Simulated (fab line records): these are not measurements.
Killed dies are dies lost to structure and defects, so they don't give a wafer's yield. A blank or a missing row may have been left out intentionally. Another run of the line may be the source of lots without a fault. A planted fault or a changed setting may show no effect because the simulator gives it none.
A struck lot beside a sound one | flow nandHarc | 15 steps out of a route of 1302
Sound: the wafers L470.2, L470.3, L470.6. Wafers L477.1, L477.4 were the ones struck. The cause is named last.
Each step with rows lists, per side, the tool, then ch with its chambers, then its first start. Under that, the readings that differ: sound wafers | struck wafers | difference of the means | sigmas: that difference in standard deviations of wafers without a fault.
alike: same words and numbers on both sides, and readings whose means sit less than 2 such deviations apart. not compared: any withheld reading, any reading some wafer has no value for, any bound like >300 that may hide the same value, and any number with overlapping values for which the record gives no deviation.
A row with sigmas, a row that says differs or no value, or rows on one side alone: a step with any of these is where the two part. Numbers that don't overlap but have no deviation are shown without sigmas and don't part them. Lack of a reading on every wafer of one side parts them only where that side has two or more wafers.

first, 4 steps without rows for these wafers: NHARC_P_M2_PRE_CLEAN_30 (time 30 s); NHARC_P_M2_PVD_20 (deposits TaN, target thk 5 nm, time 8.06 s); NHARC_P_M2_PVD_21 (deposits Cu, target thk 30 nm, time 20.49 s); NHARC_P_M2_ECD_22 (material Cu, target thk 400 nm).
NHARC_P_M2_ANNEAL_31: time 90 s.
  sound on rtpAnneal-01 ch 0, day 9 16:19; struck on rtpAnneal-02 ch 0, day 12 14:05
  alike: annealTempCMax, wafer_temp_C_max
NHARC_P_M2_CMP_23: polishes, t overpolish 20 s, target thk 144.3 nm.
  sound on cmp-02 ch 0,1,2, day 9 16:37; struck on cmp-04 ch 0,1, day 12 14:25
  alike: motorCurrentA, timeToEndpointS
  not compared: padLifeWafers
NHARC_P_M2_THK_MEAS_24: measures by xrf.
  sound on filmMetro-01 at day 9 16:56; struck on filmMetro-02 at day 12 14:44
  alike: thkNm
then, 1 step without rows for these wafers: NHARC_P_M2_SRD_25.
NHARC_P_M2_INSPECT_27:
  sound on defectInspect-02 at day 9 17:05; struck on defectInspect-01 at day 12 14:53
  alike: rawDefectCount
NHARC_P_M2_PRE_CLEAN_32: time 12 s.
  sound on pecvd-01 ch 0,1,2, day 9 17:10; struck on pecvd-02 ch 0,1, day 12 14:59
  alike: heaterPowerW, rfFwdPowerW
NHARC_P_M2_DEP_33: deposits SiCN, target thk 30 nm.
  sound on pecvd-01 ch 0,1,2, day 9 17:14; struck on pecvd-02 ch 0,1, day 12 15:07
  alike: heaterPowerW, rfFwdPowerW
NHARC_P_BONDPAD_DEP_00: deposits SiCN, target thk 250 nm.
  sound on pecvd-04 ch 0,2, day 9 17:39; struck on pecvd-02 ch 0, day 12 15:26
  alike: heaterPowerW, rfFwdPowerW
NHARC_P_BONDPAD_CMP_32: polishes SiCN, target thk 200 nm.
  sound on cmp-01 ch 0,2, day 9 18:05; struck on cmp-04 ch 1,3, day 12 15:52
  alike: motorCurrentA
  not compared: padLifeWafers
NHARC_P_BONDPAD_THK_MEAS_33: measures by ellipsometry.
  sound on filmMetro-01 at day 9 18:19; struck on filmMetro-02 at day 12 16:15
reading    | sound             | struck      | difference | sigmas
thkNm (nm) | 200.2 199.0 202.5 | 136.8 143.2 | -60.6      | -43
  not compared: hold
-- the record jumps here: 18 days lie between the struck wafers' starts before and after (it left off in module P_BONDPAD and takes up again in module END, whose first step shown is number 1302 of the route) --
NHARC_END_SORT_01:
  sound on prober-02 ch 0, day 28 01:01; struck on prober-02 ch 0, day 30 07:38
  alike: defectLimitedYield, killedAtArray, killedAtOther, killedAtPeriphery, killedDies, killedOpen, killedShort

== WHERE THEY PART ==
Only at NHARC_P_BONDPAD_THK_MEAS_33, within this record. Later steps at which nothing parts them and some readings are alike: NHARC_END_SORT_01.

WHY: what the simulator had put in
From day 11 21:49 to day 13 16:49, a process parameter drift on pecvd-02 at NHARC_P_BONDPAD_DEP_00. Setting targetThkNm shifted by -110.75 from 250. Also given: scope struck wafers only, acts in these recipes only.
